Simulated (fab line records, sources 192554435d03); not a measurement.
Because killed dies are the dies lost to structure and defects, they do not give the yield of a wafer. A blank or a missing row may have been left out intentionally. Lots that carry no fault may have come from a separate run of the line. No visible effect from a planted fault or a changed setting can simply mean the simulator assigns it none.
Struck lot and sound lot, side by side :: flow n5 finfet :: 15 out of 1938 route steps
Sound: wafers L521.1, L521.2, L521.4. Struck: wafer L530.3 (L530.2, L530.4, from the same lot, were not struck and are left out); the cause is given at the end.
For every step that has rows: the tool of each side, followed by ch and its chambers, followed by its first start. Under that, the readings that differ: sound wafers :: struck wafers :: difference of the means :: sigmas: that difference in standard deviations of wafers without a fault.
alike: a reading whose means differ by less than 2 such deviations, as well as words and numbers matching on both sides. not compared: withheld readings; readings where some wafer has no value; bounds like >300 that might hide an equal value; numbers whose values overlap and for which the record gives no deviation.
A row with sigmas, a row that says differs or no value, or rows on one side alone: a step with any of these is where the two part. When numbers do not overlap yet have no deviation, they are printed without sigmas and do not part them. A reading that every wafer of one side lacks parts them only if that side has two wafers or more.

first, 5 steps without rows for these wafers: N5_BEOL_M0_CUTY_EBR_52; N5_BEOL_M0_CUTY_SOFTBAKE_53 (time 60 s); N5_BEOL_M0_CUTY_EXPOSE_54 (exposes mask M0 ABLK); N5_BEOL_M0_CUTY_PEB_55 (peb time 60 s); N5_BEOL_M0_CUTY_DEVELOP_56 (develop time 30 s).
N5_BEOL_M0_CUTY_CD_MEAS_57 targets a cd of 200 nm.
  sound on cd sem-01 ch 0, day 7 07:20; struck on cd sem-01 ch 0, day 9 13:34
  alike: cd nm
N5_BEOL_M0_CUTY_OVL_MEAS_58:
  sound on overlay-01 ch 0, day 7 07:22; struck on overlay-02 ch 0, day 9 13:35
  alike: M0_ABLK_OVL
N5_BEOL_M0_CUTY_INSPECT_59: inspects for defects (macro).
  sound on defect inspect-02 at day 7 07:23; struck on defect inspect-01 at day 9 13:37
  alike: raw defect count
N5_BEOL_M0_CUTY_DESCUM_61: chemistry O2, time 7.9 s.
  sound on rie diel-06 ch 1,3, day 7 07:25; struck on rie diel-05 ch 0, day 9 13:39
reading: rf vpp V (V)
sound: 244.8 244.0 244.2
struck: 241.0
difference: -3.3
sigmas: -2

reading: throttle valve pct (%)
sound: 20.53 20.86 20.87
struck: 20.15
difference: -0.60
sigmas: -2
  alike: drypump motor current A, oes product au, showerhead plenum p Torr
  not compared: rf hours counter h
N5_BEOL_M0_CUTY_ETCH_62: etches SiARC in CF4, time 58.5 s.
  sound on rie diel-06 ch 1,3, day 7 07:27; struck on rie diel-05 ch 0, day 9 13:41
reading: throttle valve pct (%)
sound: 15.60 16.05 16.07
struck: 15.37
difference: -0.54
sigmas: -2
  alike: cf4 flow sccm, drypump motor current A, etch rf on time s, oes product au, rf fwd power W, rf vpp V, showerhead plenum p Torr
  not compared: rf hours counter h
N5_BEOL_M0_CUTY_ETCH_63: etches SOC in N2/H2, target depth 82.7 nm, overetch 16.5 nm, time 124 s.
  sound on rie diel-06 ch 1,3, day 7 07:30; struck on rie diel-05 ch 0, day 9 13:44
reading: throttle valve pct (%)
sound: 17.91 18.17 18.16
struck: 17.54
difference: -0.54
sigmas: -2
  alike: drypump motor current A, oes product au, rf fwd power W, rf vpp V, showerhead plenum p Torr
  not compared: rf hours counter h
then, 1 step without rows for these wafers: N5_BEOL_M0_CUTY_STRIP_64 (strips in N2/H2).
N5_BEOL_M0_ETCH_138: etches SiCN in CH3F/O2, target depth 12 nm, time 31.6 s.
  sound on rie diel-06 ch 1,3, day 7 07:37; struck on rie diel-05 ch 0, day 9 13:51
reading: etch rf on time s (s)
sound: 29.1 27.9 29.7
struck: 24.6
difference: -4.3
sigmas: -5

reading: oes product au (a.u.)
sound: 0.76 0.59 0.59
struck: 0.81
difference: +0.16
sigmas: +2

reading: rf fwd power W (W)
sound: 388.3 386.5 387.5
struck: 624.0
difference: +236.6
sigmas: +99 or more

reading: rf vpp V (V)
sound: 299.4 298.6 299.2
struck: 253.1
difference: -46.0
sigmas: -27

reading: throttle valve pct (%)
sound: 16.35 16.75 16.74
struck: 16.04
difference: -0.57
sigmas: -2
  alike: drypump motor current A, showerhead plenum p Torr
  not compared: rf hours counter h
N5_BEOL_M0_HM_OPEN_105: chemistry Cl2/BCl3, target TiN, target depth 12 nm.
  sound on rie metal-02 ch 0,1, day 7 07:43; struck on rie metal-03 ch 1, day 9 14:09
  alike: drypump motor current A, oes_ar_750_au, oes product au, throttle valve pct
  not compared: rf hours counter h
-- a jump in the record: the struck wafers' starts before and after are 2 days apart (it breaks off in module BEOL_M0 and resumes in module BEOL_M4, where the first step shown is number 1111 of the route) --
N5_BEOL_M4_RC_MEAS_101:
  sound on prober-02 ch 0, day 9 08:16; struck on prober-01 ch 0, day 11 16:14
reading: DIBL_N (mV/V)
sound: 35.6 34.1 34.6
struck: 37.8
difference: +3.0
sigmas: +2

reading: SS_N (mV/dec)
sound: 70.8 70.5 71.0
struck: 72.1
difference: +1.3
sigmas: +2

reading: SS_P (mV/dec)
sound: 73.0 72.3 72.0
struck: 74.4
difference: +2.0
sigmas: +3
  alike: DIBL_P, IOFF_N, IOFF_P, ION_N, ION_P, VT_N, VT_P

WHERE THEY PART
Earliest at N5_BEOL_M0_CUTY_DESCUM_61; latest, in this record, at N5_BEOL_M4_RC_MEAS_101.

WHY: what the simulator had put in
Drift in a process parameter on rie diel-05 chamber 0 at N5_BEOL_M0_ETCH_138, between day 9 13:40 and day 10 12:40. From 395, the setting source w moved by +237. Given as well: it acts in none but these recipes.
